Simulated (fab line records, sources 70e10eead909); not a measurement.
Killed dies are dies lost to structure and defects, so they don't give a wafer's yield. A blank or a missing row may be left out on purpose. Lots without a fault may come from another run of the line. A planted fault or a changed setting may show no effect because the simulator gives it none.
fab line records | flow nand_harc
record lots=11 wafers=33 last_day=24
route steps=1159 shown A_STAIRCASE@548 END@1159
lots that met no fault: from a run of the same line without faults
start_h: hours from the record's first day to the start of the lot's first wafer shown | wait_h: hours since the lot's step before | " the same as in the row above | L1.1+2: a row that stands for several wafers | - no value, or no start given | * or withheld: withheld | < > ~ a bound
route shown NAME@n: a module of which the file shows steps, and the number in the route of the first | usual: mean/standard deviation of fault-free wafers | same: alike in all rows | chamber/n: place in a boat | sites: the reading at each site | _std_site: their standard deviation | _edge_site: outer sites' mean less inner sites' | radius_mm: how far each site lies from the wafer's centre | mask NAME#n: copy n | behind: the tool/chamber that last shaped the wafer | hold: why the lot was held/for how many hours/how that ended | device: the transistor (n, p or np) that didn't switch | end of line: the same wafers' tests at the end of the route | a step without rows: its recipe alone | killed: dies lost to structure and defects at the first sort, not the wafer's yield | map: a wafer's dies, x killed, . not, _ none there
set.NAME: the setting as run; set.NAME@STEP: as run at that earlier step | model.NAME: the simulator's own value behind a step, which no gauge read
steps of the route over a sample of lots; a table a step, a row a wafer
services: from which hour (start_h, from the record's first day; less than 0 if before it) a tool's chamber was out of use, for how many hours, and why
## steps
# step NHARC_A_STAIRCASE_TRIM_12
# recipe time_s=211.2 o2_flow_sccm=500 ar_flow_sccm=0 bias_w=0 chemistry=O2
# usual drypump_motor_current_A=5.7/0.38 mfc_ar_sccm=0.006/0.0092 oes_product_au=1.002/0.01 rf_vpp_V=57.8/0.92 showerhead_plenum_p_Torr=3.52/0.15 throttle_valve_pct=17.036/0.0084
# columns lot.wafer tool chamber start_h wait_h drypump_motor_current_A mfc_ar_sccm oes_product_au rf_hours_counter_h rf_vpp_V showerhead_plenum_p_Torr throttle_valve_pct
L526.4 rie_diel-02 0 227.93 0.1 6.4 0.009 1.000 21 58.0 3.33 17.054
L526.1 " 1 " " 5.9 0 1.008 25 57.7 3.54 17.041
L526.3 " 2 " " 5.4 0 1.017 16 56.4 3.70 17.034
L528.1 rie_diel-02 2 238.81 0.1 5.4 0 1.011 22 57.7 3.69 17.035
L528.2 " 1 " " 6.0 0 1.008 31 58.3 3.54 17.046
L528.6 " 3 " " 5.9 0 1.009 - 59.1 3.61 17.038
L529.2 rie_diel-02 0 251.85 0.1 6.4 0.009 1.007 33 57.6 3.32 17.041
L529.1 " 1 " " 5.9 0 1.004 39 59.2 3.53 17.031
L529.4 " 3 " " 5.9 0 1.013 36 56.9 3.61 17.043
L535.1 rie_diel-06 3 282.01 0.1 6.0 0.020 0.988 10 57.0 3.30 17.024
L535.2 " 1 " " 6.0 0 1.020 9 58.0 3.56 17.033
L535.5 " 3 " " 6.0 0.020 0.986 - 57.9 3.30 17.034
L534.1 rie_diel-06 0 282.34 0.1 5.1 0 0.994 11 57.1 3.42 17.034
L534.2 " 2 " " 5.5 0.018 1.002 9 58.3 3.80 17.029
L534.4 " 3 " " 6.0 0.020 0.980 10 56.5 3.30 17.043
L538.1 rie_diel-02 0 312.43 0.1 6.4 0.009 0.998 55 57.4 3.31 17.040
L538.3 " 1 " " 5.9 0 0.985 61 59.3 3.52 17.034
L538.5 " 3 " " 5.9 0 1.002 - 57.9 3.60 17.037
L542.4 rie_diel-13 1 336.11 0.1 5.6 0.030 1.001 19 58.9 3.54 17.036
L542.2 " 2 " " 5.7 0.002 0.978 19 57.6 3.39 17.025
L542.6 " 2 " " 5.6 0.002 0.989 - 58.2 3.39 17.048
L545.3 rie_diel-02 1 342.49 0.3 5.9 0 0.997 1 57.3 3.52 17.037
L545.1 " 2 " " 5.4 0 1.019 1 56.1 3.67 17.028
L545.5 " 1 " " 6.0 0 1.002 - 56.7 3.52 17.045
L549.1 rie_diel-06 2 359.21 0.1 5.5 0.018 1.002 37 59.0 3.79 17.046
L549.2 " 3 " " 6.0 0.020 0.987 38 57.4 3.29 17.036
L549.5 " 2 " " 5.5 0.018 1.001 - 58.9 3.79 17.024
L548.4 rie_diel-13 1 359.65 0.1 5.6 0.030 1.006 30 57.3 3.53 17.039
L548.3 " 3 " " 5.7 0.000 0.993 26 58.1 3.57 17.034
L548.5 " 0 " " 5.1 0 1.003 - 59.3 3.36 17.035
L547.1 rie_diel-02 1 372.52 0.3 6.0 0 0.992 13 57.4 3.51 17.027
L547.4 " 0 " " 6.4 0.009 0.995 13 57.1 3.30 17.041
L547.6 " 2 " " 5.4 0 1.003 - 59.5 3.67 17.040
# step NHARC_A_STAIRCASE_TRIM_22
# recipe time_s=211.2 o2_flow_sccm=500 ar_flow_sccm=0 bias_w=0 chemistry=O2
# usual drypump_motor_current_A=5.7/0.38 mfc_ar_sccm=0.008/0.01 oes_product_au=1.000/0.0098 rf_vpp_V=57.5/0.89 showerhead_plenum_p_Torr=3.49/0.15 throttle_valve_pct=17.038/0.0094
# columns lot.wafer tool chamber start_h wait_h drypump_motor_current_A mfc_ar_sccm oes_product_au rf_hours_counter_h rf_vpp_V showerhead_plenum_p_Torr throttle_valve_pct
L526.4 rie_diel-06 2 - - 5.5 0.018 0.998 56 57.2 3.28 17.037
L526.1 " 3 " " 6.0 0.020 0.998 53 57.4 3.31 17.032
L526.3 " 1 " " 6.0 0 0.999 54 58.7 3.57 17.051
L528.1 rie_diel-02 3 - - 5.9 0 1.010 30 58.3 3.61 17.051
L528.2 " 1 " " 6.0 0 0.999 32 57.3 3.54 17.025
L528.6 " 0 " " 6.4 0.009 1.007 - 57.0 3.32 17.032
L529.1 rie_diel-02 1 - - 5.9 0 1.006 39 58.3 3.53 17.048
L529.2 " 2 " " 5.4 0 1.015 29 56.7 3.69 17.040
L529.4 " 3 " " 5.9 0 1.014 37 57.4 3.61 17.059
L534.4 rie_diel-06 3 - - 6.0 0.020 0.988 11 55.6 3.30 17.045
L534.1 " 0 " " 5.1 0 0.992 12 57.2 3.41 17.027
L534.2 " 1 " " 6.0 0 1.013 10 56.7 3.56 17.041
L535.1 rie_diel-02 0 - - 6.4 0.009 1.002 47 57.5 3.31 17.022
L535.2 " 1 " " 6.0 0 1.002 52 57.1 3.53 17.040
L535.5 " 2 " " 5.4 0 1.010 - 57.8 3.68 17.033
L538.1 rie_diel-06 3 - - 6.0 0.020 0.985 19 57.7 3.30 17.031
L538.3 " 1 " " 6.0 0 1.009 21 58.0 3.55 17.049
L538.5 " 3 " " 6.0 0.020 0.994 - 57.3 3.30 17.041
L542.4 rie_diel-02 1 - - 6.0 0 1.008 0 59.2 3.52 17.027
L542.2 " 3 " " 5.9 0 1.029 0 58.6 3.60 17.045
L542.6 " 1 " " 6.0 0 0.999 - 57.8 3.52 17.037
L545.3 rie_diel-02 2 - - 5.4 0 1.011 2 59.4 3.67 17.034
L545.1 " 3 " " 5.9 0 1.018 2 58.5 3.59 17.037
L545.5 " 0 " " 6.4 0.009 0.998 - 57.2 3.31 17.036
L549.1 rie_diel-06 1 - - 6.0 0 1.021 39 57.9 3.54 17.047
L549.2 " 2 " " 5.4 0.018 0.997 38 58.3 3.79 17.025
L549.5 " 0 " " 5.1 0 0.974 - 56.6 3.40 17.026
L548.4 rie_diel-06 3 - - 6.0 0.020 0.987 39 55.8 3.29 17.037
L548.3 " 1 " " 6.0 0 1.007 39 57.3 3.54 17.043
L548.5 " 2 " " 5.5 0.018 1.000 - 58.5 3.79 17.048
L547.4 rie_diel-13 3 - - 5.8 0.000 0.998 33 56.9 3.56 17.036
L547.1 " 0 " " 5.1 0 0.992 34 58.3 3.36 17.031
L547.6 " 2 " " 5.7 0.002 0.983 - 57.9 3.38 17.036
# step NHARC_A_STAIRCASE_TRIM_24
# recipe time_s=211.2 o2_flow_sccm=500 ar_flow_sccm=0 bias_w=0 chemistry=O2
# usual drypump_motor_current_A=5.7/0.39 mfc_ar_sccm=0.007/0.01 oes_product_au=1.002/0.011 rf_vpp_V=57.8/0.91 showerhead_plenum_p_Torr=3.49/0.15 throttle_valve_pct=17.035/0.0092
# columns lot.wafer tool chamber start_h wait_h drypump_motor_current_A mfc_ar_sccm oes_product_au rf_hours_counter_h rf_vpp_V showerhead_plenum_p_Torr throttle_valve_pct
L526.1 rie_diel-06 1 - - 6.0 0 1.015 54 57.3 3.57 17.025
L526.3 " 3 " " 6.0 0.020 1.005 53 58.4 3.31 17.033
L526.4 " 0 " " 5.1 0 1.010 51 57.8 3.42 17.042
L528.2 rie_diel-02 0 - - 6.4 0.009 0.998 27 58.0 3.32 17.034
L528.1 " 1 " " 6.0 0 1.001 32 57.8 3.54 17.032
L528.6 " 0 " " 6.4 0.009 1.000 - 57.0 3.32 17.043
L529.2 rie_diel-02 3 - - 5.9 0 1.004 37 58.3 3.61 17.025
L529.1 " 0 " " 6.4 0.009 1.000 34 58.6 3.32 17.036
L529.4 " 1 " " 6.0 0 1.007 39 56.5 3.53 17.051
L534.4 rie_diel-06 1 - - 6.1 0 1.012 10 56.1 3.56 17.046
L534.1 " 2 " " 5.5 0.018 1.008 10 58.0 3.80 17.047
L534.2 " 3 " " 6.0 0.020 0.976 11 57.8 3.30 17.030
L535.2 rie_diel-02 2 - - 5.4 0 1.010 41 59.0 3.68 17.033
L535.1 " 0 " " 6.4 0.009 1.016 47 57.1 3.31 17.017
L535.5 " 2 " " 5.4 0 1.007 - 59.9 3.68 17.036
L538.3 rie_diel-06 3 - - 6.0 0.020 0.988 21 57.2 3.29 17.026
L538.1 " 2 " " 5.5 0.018 0.999 21 59.2 3.80 17.045
L538.5 " 3 " " 6.0 0.020 0.988 - 57.8 3.29 17.035
L542.4 rie_diel-02 2 - - 5.4 0 1.019 0 59.3 3.67 17.057
L542.2 " 1 " " 6.0 0 0.993 0 58.1 3.52 17.054
L542.6 " 2 " " 5.4 0 1.010 - 57.8 3.67 17.040
L545.3 rie_diel-02 3 - - 5.9 0 1.018 2 57.0 3.59 17.028
L545.1 " 1 " " 5.9 0 0.989 2 59.3 3.52 17.051
L545.5 " 0 " " 6.4 0.009 1.001 - 58.9 3.31 17.060
L549.2 rie_diel-06 0 - - 5.1 0 0.992 41 58.5 3.40 17.025
L549.1 " 2 " " 5.5 0.018 1.007 38 59.0 3.79 17.028
L549.5 " 0 " " 5.1 0 0.982 - 56.8 3.40 17.059
L548.3 rie_diel-06 3 - - 6.0 0.020 0.989 39 57.3 3.29 17.025
L548.4 " 1 " " 6.0 0 1.030 39 57.7 3.54 17.033
L548.5 " 2 " " 5.4 0.018 1.005 - 55.9 3.79 17.043
L547.1 rie_diel-13 0 - - 5.1 0 0.993 34 58.1 3.36 17.032
L547.4 " 3 " " 5.7 0.000 1.005 33 57.0 3.56 17.031
L547.6 " 0 " " 5.1 0 1.001 - 59.3 3.36 17.042
# step NHARC_A_STAIRCASE_TRIM_26
# recipe time_s=211.2 o2_flow_sccm=500 ar_flow_sccm=0 bias_w=0 chemistry=O2
# usual drypump_motor_current_A=5.7/0.38 mfc_ar_sccm=0.006/0.0097 oes_product_au=1.002/0.01 rf_vpp_V=57.9/0.94 showerhead_plenum_p_Torr=3.49/0.15 throttle_valve_pct=17.037/0.0087
# columns lot.wafer tool chamber start_h wait_h drypump_motor_current_A mfc_ar_sccm oes_product_au rf_hours_counter_h rf_vpp_V showerhead_plenum_p_Torr throttle_valve_pct
L526.3 rie_diel-06 2 230.48 - 5.5 0.018 0.994 57 55.5 3.28 17.030
L526.1 " 3 " " 6.0 0.020 0.990 54 59.3 3.31 17.017
L526.4 " 0 " " 5.1 0 0.994 51 57.9 3.42 17.044
L528.1 rie_diel-02 2 240.65 - 5.4 0 1.023 22 58.3 3.69 17.039
L528.2 " 3 " " 5.9 0 1.014 31 58.0 3.61 17.023
L528.6 " 2 " " 5.4 0 1.015 - 58.9 3.69 17.043
L529.1 rie_diel-02 0 253.72 - 6.4 0.009 1.014 34 57.6 3.32 17.036
L529.4 " 1 " " 5.9 0 1.001 40 58.4 3.53 17.031
L529.2 " 3 " " 5.9 0 1.012 37 57.4 3.61 17.044
L534.4 rie_diel-06 0 284.28 - 5.2 0 0.994 12 57.9 3.41 17.042
L534.1 " 1 " " 6.0 0 1.011 11 57.2 3.56 17.036
L534.2 " 2 " " 5.4 0.018 1.008 10 58.8 3.80 17.035
L535.2 rie_diel-02 0 284.39 - 6.4 0.009 1.013 47 58.5 3.31 17.030
L535.1 " 1 " " 5.9 0 1.013 52 57.7 3.53 17.045
L535.5 " 0 " " 6.4 0.009 1.011 - 56.8 3.31 17.033
L538.3 rie_diel-06 0 315.87 - 5.1 0 0.993 24 58.3 3.41 17.025
L538.1 " 1 " " 6.0 0 1.003 22 57.7 3.55 17.053
L538.5 " 1 " " 6.0 0 1.007 - 58.2 3.55 17.033
L542.4 rie_diel-02 3 338.84 - 5.9 0 1.186 0 57.9 3.60 17.039
L542.2 " 1 " " 5.9 0 1.154 0 58.0 3.52 17.027
L542.6 " 2 " " 5.4 0 1.183 - 58.3 3.67 17.027
L545.3 rie_diel-02 1 344.51 - 5.9 0 1.155 2 56.6 3.52 17.037
L545.1 " 2 " " 5.4 0 1.194 2 58.4 3.67 17.027
L545.5 " 1 " " 6.0 0 1.169 - 57.7 3.52 17.041
L549.2 rie_diel-06 2 360.97 - 5.5 0.018 1.014 38 57.9 3.79 17.040
L549.1 " 3 " " 6.0 0.020 0.996 39 58.5 3.29 17.039
L549.5 " 1 " " 6.0 0 1.009 - 57.8 3.54 17.038
L548.4 rie_diel-06 2 362.01 - 5.5 0.018 1.006 38 57.6 3.79 17.033
L548.3 " 3 " " 6.0 0.020 0.996 39 56.9 3.29 17.041
L548.5 " 1 " " 6.0 0 1.013 - 57.7 3.54 17.035
L547.4 rie_diel-13 3 375.79 - 5.8 0.000 0.998 33 58.0 3.56 17.030
L547.1 " 1 " " 5.6 0.030 1.013 36 58.0 3.53 17.025
L547.6 " 3 " " 5.7 0.000 0.999 - 59.1 3.56 17.035
# step NHARC_END_SORT_01
# recipe temp_c=25
# usual killed_at_array=27/11 killed_at_other=0.6/0.89 killed_at_periphery=3.0/2.4 killed_dies=31/12 killed_open=3.2/1.6 killed_short=2.0/1.5
# same gross_dies=677
# columns lot.wafer tool chamber start_h wait_h killed_at_array killed_at_other killed_at_periphery killed_dies killed_open killed_short
L526.1 prober-02 0 448.96 2.5 27 1 4 32 3 1
L526.3 prober-02 0 450.58 3.1 26 1 3 30 3 1
L526.4 prober-02 0 451.39 3.4 31 0 2 33 2 2
L528.1 prober-01 0 449.02 2.5 16 0 1 17 4 2
L528.2 prober-01 0 449.82 2.8 23 0 3 26 3 2
L528.6 prober-01 0 453.00 4.0 19 3 1 23 3 2
L529.1 prober-02 0 464.75 2.5 10 0 0 10 5 0
L529.2 prober-02 0 465.55 2.8 12 0 2 14 4 0
L529.4 prober-02 0 467.16 3.4 12 0 4 16 3 4
L534.1 prober-01 0 489.95 2.5 15 1 2 18 2 2
L534.2 prober-01 0 490.74 2.8 16 0 5 21 3 3
L534.4 prober-01 0 492.32 3.4 12 1 2 15 4 1
L535.1 prober-02 0 498.77 2.4 37 1 2 40 0 2
L535.2 prober-02 0 499.57 2.8 31 0 3 34 6 0
L535.5 prober-02 0 501.97 3.7 38 1 1 40 5 4
L538.1 prober-01 0 524.60 2.5 23 0 3 26 2 2
L538.3 prober-01 0 526.22 3.1 31 0 5 36 2 3
L538.5 prober-01 0 527.84 3.7 27 1 2 30 2 3
L542.2 prober-01 0 548.47 2.8 64 0 7 71 3 4
L542.4 prober-01 0 550.07 3.4 45 0 7 52 6 4
L542.6 prober-01 0 551.67 4.0 41 0 1 42 2 3
L545.1 prober-01 0 555.51 2.5 27 1 2 30 2 1
L545.3 prober-01 0 557.10 3.1 22 1 1 24 2 0
L545.5 prober-01 0 558.69 3.7 21 0 1 22 0 1
L547.1 prober-01 0 563.51 2.5 26 1 5 32 2 2
L547.4 prober-01 0 565.91 3.4 36 0 8 44 3 0
L547.6 prober-01 0 567.52 4.0 35 2 3 40 1 2
L549.1 prober-02 0 563.52 2.5 31 1 1 33 1 3
L549.2 prober-02 0 564.31 2.8 31 1 4 36 4 0
L549.5 prober-02 0 566.69 3.7 21 0 1 22 0 3
L548.3 prober-01 0 577.32 3.1 17 0 3 20 5 2
L548.4 prober-01 0 578.11 3.4 28 0 0 28 2 2
L548.5 prober-01 0 578.90 3.7 20 1 0 21 3 3
# killed by level:class
L526.1 A_CHANNEL_HOLE_D1:chamber_film_flake=12 A_SLIT:chamber_film_flake=7 A_CONTACT:chamber_film_flake=3 P_STI:chamber_film_flake=2 A_ZERO_WELL:chamber_film_flake=2 P_CONTACT:geometric_particle:open=1 P_CONTACT:geometric_particle:short=1 A_ONON_D1:geometric_particle:open=1
L528.1 A_SLIT:chamber_film_flake=5 A_CONTACT:chamber_film_flake=4 A_M0:geometric_particle:open=2 P_M0:geometric_particle:open=1 A_CHANNEL_HOLE_D1:geometric_particle:short=1 A_SGD_CUT:geometric_particle:open=1 A_WL_FILL:geometric_particle:short=1 A_CHANNEL_HOLE_D1:chamber_film_flake=1
L528.2 A_SLIT:chamber_film_flake=12 A_CONTACT:chamber_film_flake=4 A_STAIRCASE:chamber_film_flake=2 P_M0:geometric_particle:open=1 P_M1:geometric_particle:short=1 A_CONTACT:geometric_particle:open=1 A_M0:geometric_particle:open=1 A_M1:geometric_particle:short=1
L526.3 A_SLIT:chamber_film_flake=11 A_CHANNEL_HOLE_D1:chamber_film_flake=10 P_STI:chamber_film_flake=2 A_STAIRCASE:chamber_film_flake=2 P_M1:geometric_particle:open=1 A_SGD_CUT:geometric_particle:open=1 A_M0:geometric_particle:open=1 STARTING-WAFER:geometric_particle:short=1
L526.4 A_CHANNEL_HOLE_D1:chamber_film_flake=11 A_SLIT:chamber_film_flake=11 A_STAIRCASE:chamber_film_flake=3 A_CONTACT:chamber_film_flake=3 A_WL_FILL:geometric_particle:short=2 P_CONTACT:geometric_particle:open=1 P_M1:geometric_particle:open=1 A_WL_FILL:chamber_film_flake=1
L528.6 A_SLIT:chamber_film_flake=10 HYBRID_BOND:chamber_film_flake=3 A_CONTACT:chamber_film_flake=2 P_CONTACT:geometric_particle:open=1 A_CHANNEL_HOLE_D1:geometric_particle:short=1 A_CHANNEL_HOLE_D1:geometric_particle:open=1 A_CONTACT:geometric_particle:open=1 A_BLC:geometric_particle:short=1
L529.1 A_CHANNEL_HOLE_D1:geometric_particle:open=2 A_M0:geometric_particle:open=2 A_CHANNEL_FILL_D1:chamber_film_flake=2 A_SLIT:chamber_film_flake=2 A_WL_FILL:geometric_particle:open=1 A_CHANNEL_HOLE_D1:chamber_film_flake=1
L529.2 A_CHANNEL_HOLE_D1:chamber_film_flake=3 A_CONTACT:geometric_particle:open=2 A_CHANNEL_FILL_D1:chamber_film_flake=2 P_CONTACT:geometric_particle:open=1 A_M1:geometric_particle:open=1 P_GATE:chamber_film_flake=1 A_STAIRCASE:chamber_film_flake=1 A_SLIT:chamber_film_flake=1
L529.4 P_GATE:chamber_film_flake=3 A_CHANNEL_HOLE_D1:chamber_film_flake=2 A_SLIT:chamber_film_flake=2 P_GATE:geometric_particle:short=1 A_CHANNEL_FILL_D1:geometric_particle:open=1 A_SGD_CUT:geometric_particle:open=1 A_WL_FILL:geometric_particle:short=1 A_CONTACT:geometric_particle:short=1
L534.1 A_CHANNEL_HOLE_D1:chamber_film_flake=6 A_STAIRCASE:chamber_film_flake=2 A_CONTACT:chamber_film_flake=2 P_CONTACT:geometric_particle:open=1 A_CHANNEL_FILL_D1:geometric_particle:short=1 A_CONTACT:geometric_particle:open=1 A_M0:geometric_particle:short=1 P_STI:chamber_film_flake=1
L534.2 A_CHANNEL_HOLE_D1:chamber_film_flake=6 A_STAIRCASE:chamber_film_flake=6 P_CONTACT:geometric_particle:open=2 P_M0:geometric_particle:short=1 P_M1:geometric_particle:open=1 A_CONTACT:geometric_particle:short=1 A_BLC:geometric_particle:short=1 P_STI:chamber_film_flake=1
L534.4 A_STAIRCASE:chamber_film_flake=4 A_BLC:geometric_particle:open=2 A_CHANNEL_HOLE_D1:chamber_film_flake=2 P_CONTACT:geometric_particle:open=1 A_CONTACT:geometric_particle:open=1 A_M0:geometric_particle:short=1 P_ZERO_WELL:chamber_film_flake=1 A_WL_FILL:chamber_film_flake=1
L535.1 A_CHANNEL_HOLE_D1:chamber_film_flake=13 A_SLIT:chamber_film_flake=8 A_STAIRCASE:chamber_film_flake=6 A_CONTACT:chamber_film_flake=6 P_GATE:chamber_film_flake=2 A_ZERO_WELL:chamber_film_flake=2 A_CHANNEL_FILL_D1:geometric_particle:short=1 A_WL_FILL:geometric_particle:short=1
L535.2 A_CHANNEL_HOLE_D1:chamber_film_flake=13 A_SLIT:chamber_film_flake=8 A_CONTACT:geometric_particle:open=2 A_M0:geometric_particle:open=2 A_CONTACT:chamber_film_flake=2 P_M1:geometric_particle:open=1 A_BLC:geometric_particle:open=1 P_STI:chamber_film_flake=1
L535.5 A_CHANNEL_HOLE_D1:chamber_film_flake=18 A_SLIT:chamber_film_flake=9 A_SGD_CUT:geometric_particle:short=2 A_ZERO_WELL:chamber_film_flake=2 P_CONTACT:geometric_particle:open=1 A_CHANNEL_HOLE_D1:geometric_particle:short=1 A_SGD_CUT:geometric_particle:open=1 A_WL_FILL:geometric_particle:open=1
L538.1 A_CHANNEL_HOLE_D1:chamber_film_flake=11 A_CONTACT:chamber_film_flake=6 A_CHANNEL_FILL_D1:geometric_particle:short=1 A_WL_FILL:geometric_particle:open=1 A_M1:geometric_particle:open=1 A_M1:geometric_particle:short=1 P_ZERO_WELL:chamber_film_flake=1 P_GATE:chamber_film_flake=1
L538.3 A_CHANNEL_HOLE_D1:chamber_film_flake=13 A_CONTACT:chamber_film_flake=10 P_ZERO_WELL:chamber_film_flake=3 A_WL_FILL:geometric_particle:short=2 A_ONON_D1:geometric_particle:short=1 A_ONON_D1:geometric_particle:open=1 A_BLC:geometric_particle:open=1 P_M0:chamber_film_flake=1
L538.5 A_CHANNEL_HOLE_D1:chamber_film_flake=14 A_CONTACT:chamber_film_flake=5 A_WL_FILL:geometric_particle:short=2 P_M0:chamber_film_flake=2 A_STAIRCASE:chamber_film_flake=2 A_WL_FILL:geometric_particle:open=1 A_CONTACT:geometric_particle:open=1 STARTING-WAFER:geometric_particle:short=1
L542.2 A_CHANNEL_HOLE_D1:chamber_film_flake=24 A_SLIT:chamber_film_flake=21 A_CONTACT:chamber_film_flake=5 A_CHANNEL_FILL_D1:chamber_film_flake=4 P_M1:chamber_film_flake=2 P_M2:chamber_film_flake=2 A_STAIRCASE:chamber_film_flake=2 P_STI:geometric_particle:short=1
L542.4 A_CHANNEL_HOLE_D1:chamber_film_flake=20 A_SLIT:chamber_film_flake=11 A_CONTACT:geometric_particle:short=3 P_GATE:chamber_film_flake=3 A_STAIRCASE:chamber_film_flake=3 P_M2:geometric_particle:open=2 P_M0:geometric_particle:open=1 A_ONON_D1:geometric_particle:open=1
L542.6 A_SLIT:chamber_film_flake=15 A_CHANNEL_HOLE_D1:chamber_film_flake=14 A_CHANNEL_FILL_D1:chamber_film_flake=3 A_CONTACT:chamber_film_flake=2 A_CHANNEL_FILL_D1:geometric_particle:short=1 A_WL_FILL:geometric_particle:short=1 A_CONTACT:geometric_particle:open=1 A_BLC:geometric_particle:open=1
L545.1 A_CHANNEL_HOLE_D1:chamber_film_flake=18 A_CONTACT:chamber_film_flake=3 A_SGD_CUT:geometric_particle:open=2 A_CHANNEL_FILL_D1:chamber_film_flake=2 A_ONON_D1:geometric_particle:short=1 P_STI:chamber_film_flake=1 P_BONDPAD:chamber_film_flake=1 A_STAIRCASE:chamber_film_flake=1
L545.3 A_CHANNEL_HOLE_D1:chamber_film_flake=15 A_STAIRCASE:chamber_film_flake=2 A_CHANNEL_FILL_D1:chamber_film_flake=2 A_ONON_D1:geometric_particle:open=1 A_CONTACT:geometric_particle:open=1 P_ZERO_WELL:chamber_film_flake=1 A_CONTACT:chamber_film_flake=1 THIN_TSV:chamber_film_flake=1
L545.5 A_CHANNEL_HOLE_D1:chamber_film_flake=18 A_STAIRCASE:chamber_film_flake=2 A_ONON_D1:geometric_particle:short=1 P_BONDPAD:chamber_film_flake=1
L547.1 A_SLIT:chamber_film_flake=13 A_CHANNEL_HOLE_D1:chamber_film_flake=5 A_CHANNEL_FILL_D1:chamber_film_flake=3 P_CONTACT:chamber_film_flake=2 P_GATE:geometric_particle:open=1 P_GATE:geometric_particle:short=1 A_CHANNEL_FILL_D1:geometric_particle:open=1 A_M1:geometric_particle:short=1
L549.1 A_CHANNEL_HOLE_D1:chamber_film_flake=18 A_CONTACT:chamber_film_flake=5 A_STAIRCASE:chamber_film_flake=4 A_CHANNEL_FILL_D1:geometric_particle:short=2 P_M2:geometric_particle:short=1 A_M0:geometric_particle:open=1 A_SLIT:chamber_film_flake=1 THIN_TSV:chamber_film_flake=1
L549.2 A_CHANNEL_HOLE_D1:chamber_film_flake=22 A_CONTACT:chamber_film_flake=4 A_WL_FILL:geometric_particle:open=2 P_CONTACT:geometric_particle:open=1 A_CONTACT:geometric_particle:open=1 P_STI:chamber_film_flake=1 P_CONTACT:chamber_film_flake=1 P_BONDPAD:chamber_film_flake=1
L547.4 A_CHANNEL_HOLE_D1:chamber_film_flake=14 A_SLIT:chamber_film_flake=13 P_CONTACT:chamber_film_flake=4 A_CONTACT:chamber_film_flake=4 A_STAIRCASE:chamber_film_flake=3 P_GATE:chamber_film_flake=2 P_CONTACT:geometric_particle:open=1 P_M1:geometric_particle:open=1
L549.5 A_CHANNEL_HOLE_D1:chamber_film_flake=13 A_CONTACT:chamber_film_flake=5 A_SOURCE_PLATE:geometric_particle:short=1 A_CHANNEL_HOLE_D1:geometric_particle:short=1 A_CHANNEL_FILL_D1:geometric_particle:short=1 P_BONDPAD:chamber_film_flake=1
L547.6 A_SLIT:chamber_film_flake=15 A_CHANNEL_HOLE_D1:chamber_film_flake=12 A_STAIRCASE:chamber_film_flake=3 A_CONTACT:chamber_film_flake=2 THIN_TSV:chamber_film_flake=2 P_M1:geometric_particle:open=1 A_SOURCE_PLATE:geometric_particle:short=1 A_STAIRCASE:geometric_particle:short=1
L548.3 A_CHANNEL_HOLE_D1:chamber_film_flake=5 A_STAIRCASE:chamber_film_flake=2 A_CONTACT:chamber_film_flake=2 A_BONDPAD:chamber_film_flake=2 P_STI:geometric_particle:open=1 P_GATE:geometric_particle:short=1 A_ONON_D1:geometric_particle:open=1 A_CHANNEL_FILL_D1:geometric_particle:open=1
L548.4 A_CONTACT:chamber_film_flake=8 A_WL_FILL:chamber_film_flake=6 A_CHANNEL_FILL_D1:chamber_film_flake=4 A_CHANNEL_HOLE_D1:chamber_film_flake=3 A_STAIRCASE:chamber_film_flake=3 A_WL_FILL:geometric_particle:open=2 A_SGD_CUT:geometric_particle:short=1 A_WL_FILL:geometric_particle:short=1
L548.5 A_CHANNEL_HOLE_D1:chamber_film_flake=8 A_CONTACT:chamber_film_flake=4 A_CHANNEL_FILL_D1:chamber_film_flake=2 A_ONON_D1:geometric_particle:open=1 A_SGD_CUT:geometric_particle:short=1 A_CONTACT:geometric_particle:open=1 A_CONTACT:geometric_particle:short=1 A_BLC:geometric_particle:open=1
## services
# columns tool chamber start_h hours kind
rie_diel-02 0 208.86 - clean
rie_diel-02 1 208.86 - clean
rie_diel-02 2 208.86 - clean
rie_diel-02 3 208.86 - clean
rie_diel-13 1 221.55 8.9 repair
rie_diel-06 3 225.42 3.6 repair
rie_diel-02 0 233.36 - clean
rie_diel-02 1 233.36 - clean
rie_diel-02 2 233.36 - clean
rie_diel-02 3 233.36 - clean
rie_diel-06 - 241.55 9.0 pm
rie_diel-02 0 257.87 - clean
rie_diel-02 1 257.87 - clean
rie_diel-02 2 257.87 - clean
rie_diel-02 3 257.87 - clean
rie_diel-13 - 276.02 9.0 pm
rie_diel-06 - 276.11 1.1 repair
rie_diel-02 0 282.44 - clean
rie_diel-02 1 282.44 - clean
rie_diel-02 2 282.44 - clean
rie_diel-02 3 282.44 - clean
rie_diel-02 0 306.94 - clean
rie_diel-02 - 327.89 9.0 pm
rie_diel-06 2 362.27 12.3 repair
## key
first_sign step=NHARC_A_STAIRCASE_TRIM_26 reading=oes_product_au direction=up sigmas=17 usual=1.002 struck=1.173
effect none on later readings
met_at NHARC_A_STAIRCASE_TRIM_26
struck_lots L542,L545
tester_left_out L542,L545
not_acting_at NHARC_A_STAIRCASE_TRIM_12,NHARC_A_STAIRCASE_TRIM_22,NHARC_A_STAIRCASE_TRIM_24
onset_between 284.39 338.84
fault kind=process_parameter_drift tool=rie_diel-02 chamber=- onset_h=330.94 steps=NHARC_A_STAIRCASE_TRIM_26 channel=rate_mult offset=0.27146 shape=step end_h=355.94
# tester_left_out: of these lots the tester's yield and bins aren't shown, on N5 and GAA mostly nor the transistor test; their killed dies are dies lost to structure and defects alone, not to doping, threshold or leakage, so they don't give the yield
